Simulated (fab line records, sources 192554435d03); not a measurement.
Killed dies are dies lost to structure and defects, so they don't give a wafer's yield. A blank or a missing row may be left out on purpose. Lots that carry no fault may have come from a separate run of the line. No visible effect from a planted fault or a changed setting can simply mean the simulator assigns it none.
fab line records	flow n5-finfet
record lots=7	wafers=18	last-day=16
route steps=1938 shown BEOL_M2@869 BEOL_M4@1111
lots untouched by any fault: they come from a run of this same line in which no faults occurred
start-h: start of the lot's first displayed wafer, in hours after the record's first day	wait-h: how many hours have passed since the lot's step before this one	" unchanged from the row above	L1.1+2: a row that stands for several wafers	- value missing, or start not given	* or withheld: withheld	< > ~ a bound
route shown NAME@n: names a module that has steps shown in the file, with the first one's number in the route	usual: the fault-free wafers' mean and standard deviation	same: alike in all rows	chamber/n: place in a boat	sites: readings site by site	_std_site: standard deviation across them	_edge_site: outer sites' mean less inner sites'	radius-mm: how far each site lies from the wafer's centre	mask NAME#n: copy n	behind: the last tool/chamber to shape the wafer	hold: cause of the lot's hold/its duration in hours/its outcome	device: the transistor (n, p or np) that didn't switch	end of line: the route-end tests of the same wafers	for a step that has no rows: nothing shown but its recipe	killed: dies lost to structure and defects at the first sort, not the wafer's yield	map: a wafer's dies, marking killed ones x, the rest . and places with no die _
set.NAME: the setting that was run; set.NAME@STEP: the one run at that earlier step	model.NAME: the simulator's own value behind a step, which no gauge read
lots at some steps of the route; a table a step, a row a wafer
services: from which hour (start-h, from the record's first day; less than 0 if before it) a tool's chamber was out of use, for how many hours, and why
## steps
# step N5_BEOL_M2_COAT_76
# recipe resist=underlayer	temp-c=205	time-s=60	spin-rpm=1500	resist-thk-nm=5
# step N5_BEOL_M2_COAT_22
# recipe resist=CAR-EUV	spin-rpm=1500	resist-thk-nm=30
# step N5_BEOL_M2_EBR_24
# recipe solvent=PGMEA	ebr-width-mm=1.5
# step N5_BEOL_M2_SOFTBAKE_23
# recipe temp-c=110	time-s=60	resist=CAR-EUV
# step N5_BEOL_M2_EXPOSE_25
# recipe mask-id=V1	na=0.33	source-shape=quasar	sigma-inner=0.2	sigma-outer=0.8	polarization=unpolarized	defocus-nm=5	dose-mj=63
# step N5_BEOL_M2_PEB_26
# recipe peb-temp-c=100	peb-time-s=60	resist=CAR-EUV
# step N5_BEOL_M2_DEVELOP_27
# recipe develop-time-s=30	developer=TMAH	resist=CAR-EUV	rinse-liquid=surfactant-rinse	dry=air-spin	dev-temp-c=23
# step N5_BEOL_M2_CD_MEAS_28
# recipe target-cd-nm=26.2	landing-energy-ev=500	detector=se-inlens	target-cd-y-nm=24.1	polarity=opening
# usual cd-nm=26.29/0.26
lot.wafer	tool	chamber	start-h	wait-h	cd-nm
L152.1	cd-sem-01	0	134.27	-	26.19
L152.2	"	0	"	"	26.15
L152.4	"	0	"	"	26.34
L155.2	cd-sem-02	0	158.37	-	26.00
L155.4	"	0	"	"	25.97
L155.5	"	0	"	"	25.95
L161.1	cd-sem-01	0	184.96	-	26.11
L161.2	"	0	"	"	26.62
L161.6	"	0	"	"	26.48
L165.3	cd-sem-01	0	220.74	-	26.54
L165.5	"	0	"	"	26.15
L165.6	"	0	"	"	26.64
L170.2	cd-sem-01	0	243.96	-	26.60
L170.6	"	0	"	"	26.02
L171.1	cd-sem-03	0	247.92	-	26.72
L171.6	"	0	"	"	26.33
L173.1	cd-sem-01	0	267.27	-	26.39
L173.5	"	0	"	"	26.91
# step N5_BEOL_M2_OVL_MEAS_29
# recipe points-per-wafer=522
# usual V1_OVL=-0.8/0.74
lot.wafer	tool	chamber	start-h	wait-h	V1_OVL[nm]
L152.1	overlay-02	0	134.30	0.0	-2.3
L152.2	"	0	"	"	-0.5
L152.4	"	0	"	"	-0.8
L155.2	overlay-02	0	158.41	0.0	-2.0
L155.4	"	0	"	"	-1.8
L155.5	"	0	"	"	0.2
L161.1	overlay-01	0	184.99	0.0	-1.0
L161.2	"	0	"	"	0.4
L161.6	"	0	"	"	-0.3
L165.3	overlay-01	0	220.78	0.0	0.8
L165.5	"	0	"	"	0.6
L165.6	"	0	"	"	-0.5
L170.2	overlay-01	0	243.99	0.0	-2.1
L170.6	"	0	"	"	-1.2
L171.1	overlay-01	0	247.95	0.0	-1.5
L171.6	"	0	"	"	0.1
L173.1	overlay-01	0	267.30	0.0	-0.3
L173.5	"	0	"	"	0.6
# step N5_BEOL_M2_INSPECT_30
# recipe mode=adi	inspect-instrument=brightfield
# usual raw-defect-count=400/95
lot.wafer	tool	chamber	start-h	wait-h	raw-defect-count
L152.1	defect-inspect-02	-	134.36	0.1	500
L152.2	"	-	"	"	362
L152.4	"	-	"	"	351
L155.2	defect-inspect-01	-	158.46	0.0	473
L155.4	"	-	"	"	423
L155.5	"	-	"	"	360
L161.1	defect-inspect-01	-	185.05	0.1	323
L161.2	"	-	"	"	422
L161.6	"	-	"	"	305
L165.3	defect-inspect-02	-	220.82	0.0	386
L165.5	"	-	"	"	407
L165.6	"	-	"	"	346
L170.2	defect-inspect-02	-	244.04	0.0	328
L170.6	"	-	"	"	383
L171.1	defect-inspect-01	-	248.01	0.1	333
L171.6	"	-	"	"	356
L173.1	defect-inspect-02	-	267.36	0.1	418
L173.5	"	-	"	"	802
# step N5_BEOL_M2_DESCUM_33
# recipe chemistry=O2	time-s=7	source-power-w=50	bias-power-w=20	pressure-mtorr=20	rf-frequency-hz=2.712e+07	temp-c=40	resist=CAR-EUV	o2-flow-sccm=225
# usual drypump-motor-current-A=5.7/0.38	oes-product-au=0.78/0.096	rf-vpp-V=243.0/1.4	showerhead-plenum-p-Torr=2.07/0.067	throttle-valve-pct=20.55/0.2
# same time-s=7
lot.wafer	tool	chamber	start-h	wait-h	drypump-motor-current-A	oes-product-au	rf-hours-counter-h	rf-vpp-V	showerhead-plenum-p-Torr	throttle-valve-pct
L152.1	rie-diel-02	0	134.39	0.0	5.3	0.92	26	244.5	2.11	20.44
L152.2	"	2	"	"	5.0	0.73	183	243.6	2.09	20.49
L152.4	"	3	"	"	5.8	0.86	40	244.4	2.24	20.51
L155.2	rie-diel-06	0	158.55	0.1	6.0	0.66	269	242.2	2.12	20.51
L155.4	"	2	"	"	5.3	0.72	-	241.6	1.99	20.64
L155.5	"	0	"	"	6.0	0.66	-	244.4	2.12	20.50
L161.1	rie-diel-04	0	185.09	0.0	6.2	0.78	109	242.5	2.03	20.49
L161.2	"	3	"	"	5.7	0.72	200	241.9	2.08	20.71
L161.6	"	3	"	"	5.7	0.73	-	241.8	2.08	20.70
L165.3	rie-diel-04	0	221.30	0.5	6.1	0.77	118	241.5	2.02	20.51
L165.5	"	0	"	"	6.1	0.77	-	241.8	2.02	20.51
L165.6	"	3	"	"	5.6	0.71	-	244.1	2.07	20.73
L170.2	rie-diel-06	0	244.08	0.0	6.0	0.96	9	242.9	2.12	20.13
L170.6	"	0	"	"	5.9	0.96	-	243.2	2.12	20.13
L171.1	rie-diel-06	2	248.04	0.0	5.3	0.70	240	242.8	1.98	20.68
L171.6	"	2	"	"	5.3	0.69	-	241.2	1.98	20.70
L173.1	rie-diel-06	3	267.39	0.0	5.9	0.93	13	244.1	2.04	20.64
L173.5	"	3	"	"	5.9	0.93	-	242.7	2.04	20.63
# step N5_BEOL_M2_ETCH_77
# recipe chemistry=N2/H2	target=underlayer	target-depth-a=65	mask-material=CAR-EUV	time-s=5.2	ion-energy-ev=200	pressure-mtorr=30	source-w=840	bias-w=150	n2-flow-sccm=200	h2-flow-sccm=200	ends=cleared
# usual bias-w=150.0/0.49	drypump-motor-current-A=5.7/0.38	etch-rf-on-time-s=5.16/0.15	h2-flow-sccm=200.0/0.64	oes-product-au=0.67/0.085	rf-vpp-V=523.1/2.5	showerhead-plenum-p-Torr=2.51/0.078	throttle-valve-pct=17.95/0.21
lot.wafer	tool	chamber	start-h	wait-h	bias-w	drypump-motor-current-A	etch-rf-on-time-s	h2-flow-sccm	oes-product-au	rf-hours-counter-h	rf-vpp-V	showerhead-plenum-p-Torr	throttle-valve-pct
L152.1	rie-diel-02	0	134.43	0.0	151.5	5.3	5.14	200.0	0.77	26	525.8	2.60	18.02
L152.2	"	2	"	"	150.0	5.0	5.25	199.0	0.63	183	524.5	2.52	17.92
L152.4	"	3	"	"	150.0	5.8	5.09	200.8	0.76	40	527.0	2.69	17.76
L155.2	rie-diel-06	0	158.58	0.0	149.9	6.0	4.96	199.3	0.58	269	525.1	2.58	17.98
L155.4	"	2	"	"	150.3	5.3	5.15	201.0	0.61	-	519.5	2.41	18.10
L155.5	"	0	"	"	149.6	6.0	5.04	198.9	0.58	-	525.6	2.58	17.99
L161.1	rie-diel-04	0	185.13	0.0	149.6	6.2	5.25	200.0	0.67	109	520.1	2.44	17.68
L161.2	"	3	"	"	150.1	5.7	5.31	200.0	0.62	200	522.9	2.52	18.14
L161.6	"	3	"	"	150.1	5.6	5.27	200.5	0.61	-	524.6	2.52	18.15
L165.3	rie-diel-04	0	221.33	0.0	150.4	6.1	5.28	199.6	0.66	118	522.8	2.44	17.72
L165.5	"	0	"	"	150.6	6.2	5.28	199.1	0.66	-	519.7	2.44	17.73
L165.6	"	3	"	"	149.9	5.6	5.25	200.1	0.61	-	521.5	2.51	18.14
L170.2	rie-diel-06	0	244.11	0.0	149.0	6.0	4.87	200.7	0.85	9	526.3	2.57	17.55
L170.6	"	0	"	"	148.9	6.0	4.88	199.7	0.85	-	524.7	2.57	17.52
L171.1	rie-diel-06	2	248.08	0.0	150.6	5.3	5.09	200.7	0.61	240	519.5	2.40	18.17
L171.6	"	2	"	"	149.9	5.3	5.13	199.6	0.60	-	520.2	2.40	18.15
L173.1	rie-diel-06	3	267.43	0.0	149.9	5.9	5.24	200.4	0.79	13	523.1	2.49	17.98
L173.5	"	3	"	"	149.9	6.0	5.28	200.4	0.79	-	523.5	2.49	18.00
# step N5_BEOL_M2_ETCH_69
# recipe chemistry=CF4	target=SiARC	target-depth-a=156	mask-material=CAR-EUV	time-s=26	ion-energy-ev=80	pressure-mtorr=40	source-w=545	bias-w=36	Ar_flow_sccm=100	cf4-flow-sccm=100	ends=cleared
# usual bias-w=35.99/0.12	drypump-motor-current-A=5.7/0.38	etch-rf-on-time-s=25.8/0.67	oes-product-au=0.67/0.083	rf-vpp-V=183.8/1.1	showerhead-plenum-p-Torr=2.12/0.061	throttle-valve-pct=15.74/0.23
lot.wafer	tool	chamber	start-h	wait-h	bias-w	drypump-motor-current-A	etch-rf-on-time-s	oes-product-au	rf-hours-counter-h	rf-vpp-V	showerhead-plenum-p-Torr	throttle-valve-pct
L152.1	rie-diel-02	0	134.44	0.0	36.09	5.3	25.7	0.78	26	184.9	2.19	15.72
L152.2	"	2	"	"	35.99	5.0	26.1	0.63	183	183.9	2.15	15.76
L152.4	"	3	"	"	35.81	5.7	25.4	0.75	40	187.0	2.25	15.41
L155.2	rie-diel-06	0	158.60	0.0	35.94	5.9	25.3	0.58	269	185.2	2.17	15.77
L155.4	"	2	"	"	35.81	5.3	26.0	0.63	-	182.0	2.04	15.83
L155.5	"	0	"	"	36.01	5.9	25.0	0.58	-	184.3	2.17	15.78
L161.1	rie-diel-04	0	185.15	0.0	36.07	6.1	26.4	0.66	109	184.3	2.08	15.63
L161.2	"	3	"	"	36.04	5.6	26.5	0.61	200	184.0	2.14	16.01
L161.6	"	3	"	"	35.98	5.7	26.2	0.62	-	183.6	2.14	15.99
L165.3	rie-diel-04	0	221.35	0.0	36.02	6.1	26.5	0.65	118	180.7	2.08	15.65
L165.5	"	0	"	"	35.79	6.1	26.6	0.65	-	183.2	2.08	15.65
L165.6	"	3	"	"	36.02	5.7	26.2	0.61	-	182.6	2.14	16.02
L170.2	rie-diel-06	0	244.13	0.0	36.01	5.9	24.4	0.86	9	184.7	2.17	15.26
L170.6	"	0	"	"	36.12	5.9	16.7	1.07	-	184.0	2.17	15.27
L171.1	rie-diel-06	2	248.09	0.0	36.07	5.3	25.5	0.61	240	181.3	2.03	15.91
L171.6	"	2	"	"	36.13	5.3	17.2	0.77	-	183.4	2.03	15.92
L173.1	rie-diel-06	3	267.45	0.0	35.83	5.9	26.5	0.79	13	184.0	2.09	15.75
L173.5	"	3	"	"	36.01	5.9	17.9	0.99	-	183.9	2.10	15.75
# step N5_BEOL_M2_ALD_98
# recipe material=SiO2	target-thk-a=25	temp-c=100	ald-precursor-family=BDEAS	ald-co-reactant=O2-plasma	pulse-time-s=1	co-reactant-pulse-time-s=1	purge-time-s=2	co-reactant-purge-time-s=2	ald-cycles=17	pressure-torr=2
# usual chamber-pressure-Torr=2.000/0.0045	heater-power-w=76/6.7	precursor-pulse-height-rel=1.003/0.021
lot.wafer	tool	chamber	start-h	wait-h	chamber-pressure-Torr	heater-power-w	precursor-pulse-height-rel
L152.1	ald-sin-04	3	134.53	0.1	1.999	71	1.011
L152.2	"	2	"	"	1.997	85	0.977
L152.4	"	0	"	"	2.002	81	0.993
L155.2	ald-sin-02	3	158.76	0.1	1.994	85	0.986
L155.4	"	2	"	"	2.000	78	1.019
L155.5	"	0	"	"	1.992	74	0.986
L161.1	ald-sin-01	3	185.43	0.3	2.008	67	0.986
L161.2	"	2	"	"	2.004	63	1.015
L161.6	"	0	"	"	2.000	81	1.025
L165.3	ald-sin-04	2	221.43	0.1	2.000	80	1.012
L165.5	"	3	"	"	2.003	69	1.012
L165.6	"	0	"	"	1.995	83	1.034
L170.2	ald-sin-04	0	245.00	0.8	1.998	84	0.988
L170.6	"	3	"	"	2.010	70	1.021
L171.1	ald-sin-04	1	248.79	0.7	2.001	64	0.964
L171.6	"	1	"	"	2.002	63	0.997
L173.1	ald-sin-02	0	267.81	0.3	1.996	74	1.009
L173.5	"	0	"	"	2.001	75	0.985
# step N5_BEOL_M4_RC_MEAS_101
# usual DIBL_N=36.3/1.6	DIBL_P=36.2/2.1	IOFF_N=0.16/0.031	IOFF_P=0.21/0.034	ION_N=673/11	ION_P=461/7.4	SS_N=71.6/0.55	SS_P=73.3/0.66	VT_N=251/3.2	VT_P=-251/3.5
lot.wafer	tool	chamber	start-h	wait-h	DIBL_N[mV/V]	DIBL_P[mV/V]	IOFF_N[nA/um]	IOFF_P[nA/um]	ION_N[uA/um]	ION_P[uA/um]	SS_N[mV/dec]	SS_P[mV/dec]	VT_N[mV]	VT_P[mV]
L152.1	prober-02	0	159.67	0.0	37.8	37.9	0.16	0.25	672	463	71.5	74.0	252	-251
L152.2	"	0	"	"	36.7	35.6	0.15	0.21	667	468	71.0	73.7	249	-251
L152.4	"	0	"	"	35.6	34.9	0.13	0.19	676	465	71.4	73.2	252	-254
L155.2	prober-02	0	185.20	0.2	34.9	34.7	0.14	0.20	666	457	71.0	72.7	253	-249
L155.4	"	0	"	"	35.7	36.1	0.14	0.22	671	463	71.3	73.4	255	-248
L155.5	"	0	"	"	34.6	34.3	0.13	0.19	663	460	70.6	73.1	254	-250
L161.1	prober-01	0	210.89	0.0	32.9	32.4	0.12	0.15	676	463	71.4	72.2	254	-253
L161.2	"	0	"	"	35.5	35.3	0.14	0.19	675	462	71.1	73.2	255	-251
L161.6	"	0	"	"	33.6	33.7	0.13	0.16	681	463	71.8	73.3	253	-254
L165.3	prober-01	0	246.02	0.3	35.5	35.6	0.15	0.19	667	454	71.3	72.9	250	-252
L165.5	"	0	"	"	35.4	35.9	0.14	0.20	669	459	71.9	72.6	250	-252
L165.6	"	0	"	"	35.8	36.9	0.16	0.22	670	464	71.9	72.9	249	-250
L170.2	prober-01	0	269.09	0.2	38.2	39.2	0.19	0.24	690	466	72.3	75.1	248	-252
L170.6	"	0	"	"	35.5	34.7	0.13	0.17	661	452	71.5	73.0	256	-253
L171.1	prober-01	0	273.34	0.0	34.2	33.8	0.11	0.13	659	445	72.0	72.5	257	-261
L171.6	"	0	"	"	33.2	32.8	0.10	0.13	645	445	71.3	72.1	255	-258
L173.1	prober-01	0	295.50	0.0	34.2	32.4	0.10	0.14	655	453	71.4	71.8	259	-256
L173.5	"	0	"	"	38.0	36.4	0.15	0.20	663	455	72.2	73.5	251	-252
## services
tool	chamber	start-h	hours	kind
ald-sin-04	-	115.50	6.1	pm
ald-sin-01	2	137.36	3.6	repair
rie-diel-02	1	162.23	15.8	repair
ald-sin-04	-	177.17	14.0	pm
rie-diel-02	-	192.75	0.2	repair
rie-diel-06	0	198.38	-	clean
rie-diel-06	0	198.38	-	consumable-replace:focus-ring
rie-diel-06	0	198.38	20.0	scheduled-down
rie-diel-06	0	198.38	20.0	vent-cycle
ald-sin-02	-	207.28	6.1	pm
rie-diel-04	0	208.52	8.1	repair
rie-diel-06	3	218.47	-	clean
rie-diel-06	3	218.47	-	consumable-replace:focus-ring
rie-diel-06	3	218.47	14.5	scheduled-down
rie-diel-06	3	218.47	14.5	vent-cycle
rie-diel-06	-	224.00	4.3	pm
ald-sin-04	2	230.19	1.8	repair
rie-diel-06	1	232.93	-	clean
rie-diel-06	1	232.93	-	consumable-replace:focus-ring
rie-diel-06	1	232.93	23.5	scheduled-down
rie-diel-06	1	232.93	23.5	vent-cycle
ald-sin-01	-	237.69	28.1	pm
ald-sin-02	3	256.96	3.4	repair
rie-diel-02	2	266.21	11.0	repair
## key
first-sign step=N5_BEOL_M2_ETCH_69	reading=etch-rf-on-time-s	direction=down	sigmas=13	usual=*	struck=*
effect step=N5_BEOL_M2_ETCH_69	reading=oes-product-au	direction=up	sigmas=3.3	usual=0.67	struck=0.94	wafers-moved=2
met-at N5_BEOL_M2_ETCH_69
struck-wafers L170.6,L171.6,L173.5
onset-between 158.60 244.13
fault kind=process-parameter-drift	tool=rie-diel-06	chamber=-	onset-h=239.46	steps=N5_BEOL_M2_ETCH_69	channel=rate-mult	offset=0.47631	shape=step	end-h=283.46	scope=struck-wafers-only
